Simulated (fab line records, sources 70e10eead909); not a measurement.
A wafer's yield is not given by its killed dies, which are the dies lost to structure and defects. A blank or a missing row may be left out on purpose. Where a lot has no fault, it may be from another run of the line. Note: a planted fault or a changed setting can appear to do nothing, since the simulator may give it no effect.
A lot that was struck, set against a sound lot    flow nandHarc    12 out of 1302 route steps
Sound: wafers L345.2, L345.3, L345.6. Struck: wafer L361.1 (left out: L361.6, a lot-mate that was not struck); the cause follows at the end.
Order at every step that has rows: each side's tool, ch and its chambers, its first start. Under that, the readings that differ: sound wafers    struck wafers    difference of the means    sigmas: that difference in standard deviations of wafers without a fault.
alike: words and numbers the same on both sides, and readings whose means are apart by under 2 such deviations; not compared: readings that were withheld, readings missing a value for some wafer, numbers with overlapping values and no deviation given by the record, and bounds like >300 which may hide the same value.
A row with sigmas, a row that says differs or no value, or rows on one side alone: a step with any of these is where the two part. Numbers that don't overlap but have no deviation are shown without sigmas and don't part them. Lack of a reading on every wafer of one side parts them only where that side has two or more wafers.

first, 1 step without rows for these wafers: NHARC_A_WL_FILL_CVD_23 (deposits poly-Si, target thk 40 nm, time 800 s).
NHARC_A_WL_FILL_ETCHBACK_26: etches the open film in HBr, target depth 52 nm, time 13.3 s.
  sound on rieSi-04 ch 1,3, day 22 05:09; struck on rieSi-06 ch 2, day 29 09:50
  alike: drypumpMotorCurrentA, hbrFlowSccm, oesProductAu, throttleValvePct
  not compared: rfHoursCounterH
then, 2 steps without rows for these wafers: NHARC_A_WL_FILL_PRECLEAN_30 (cleans in dHF, time 10 s); NHARC_A_WL_FILL_SRD_14.
NHARC_A_WL_FILL_ALD_19: deposits TiN, target thk 2 nm, pulse time 3 s, ald cycles 100.
  sound on aldMetal-04 ch 0,2, day 22 05:25; struck on aldMetal-02 ch 1, day 29 10:08
  alike: heaterPowerW, precursorPulseHeightRel
NHARC_A_WL_FILL_CVD_20: deposits W, target thk 100 nm, time 74 s.
  sound: cvdW-01 ch 0; struck: cvdW-02 ch 1
  alike: heaterPowerW, mfcArSccm, throttleValvePct
NHARC_A_WL_FILL_CMP_12: polishes, t overpolish 30 s, target thk 100 nm.
  sound on cmp-03 ch 0,2, day 22 05:50; struck on cmp-04 ch 1, day 29 10:32
  alike: motorCurrentA, overpolishRunS, retainingRingPressureFrac, timeToEndpointS
following that, these wafers have no rows for 1 step: NHARC_A_WL_FILL_SRD_31.
NHARC_A_WL_FILL_INSPECT_15:
  sound on defectInspect-02, day 22 06:16; struck on defectInspect-01, day 29 10:57
  alike: rawDefectCount
NHARC_A_CONTACT_DEP_24: deposits SiO2, target thk 500 nm.
  sound on pecvd-02 ch 0,1,2, day 22 06:20; struck on pecvd-02 ch 0, day 29 11:01
reading               sound              struck  difference  sigmas
rfFwdPowerW (W)       896.6 897.7 899.1  540.1   -357.7      -99 or more
showerheadVppV (V)    1859 1796 1773     1365    -444        -5
throttleValvePct (%)  16.0 15.6 16.7     17.2    +1.1        +2
  alike: heaterPowerW
NHARC_A_CONTACT_DEP_28: deposits aC, target thk 7000 nm.
  sound on aclDep-01 ch 0, day 22 08:45; struck on aclDep-02 ch 0, day 29 18:01
reading  sound  struck                   difference                    sigmas
hold     - - -  awaitDispo/5.9h/release  no value on the sound wafers  
  alike: throttleValvePct
-- jump in the record: it breaks off in module A_CONTACT and resumes in module END (first step shown: number 1302 of the route), and 4 days separate the struck wafers' starts before and after --
NHARC_END_SORT_01:
  here the record holds rows for the struck wafers (prober-01 ch 0, day 34 02:02) but none for the sound ones

WHERE THEY PART
Earliest at NHARC_A_CONTACT_DEP_24; latest, in this record, at NHARC_END_SORT_01.

WHY: what had been put in by the simulator
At NHARC_A_CONTACT_DEP_24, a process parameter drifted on pecvd-02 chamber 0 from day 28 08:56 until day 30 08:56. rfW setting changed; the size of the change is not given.
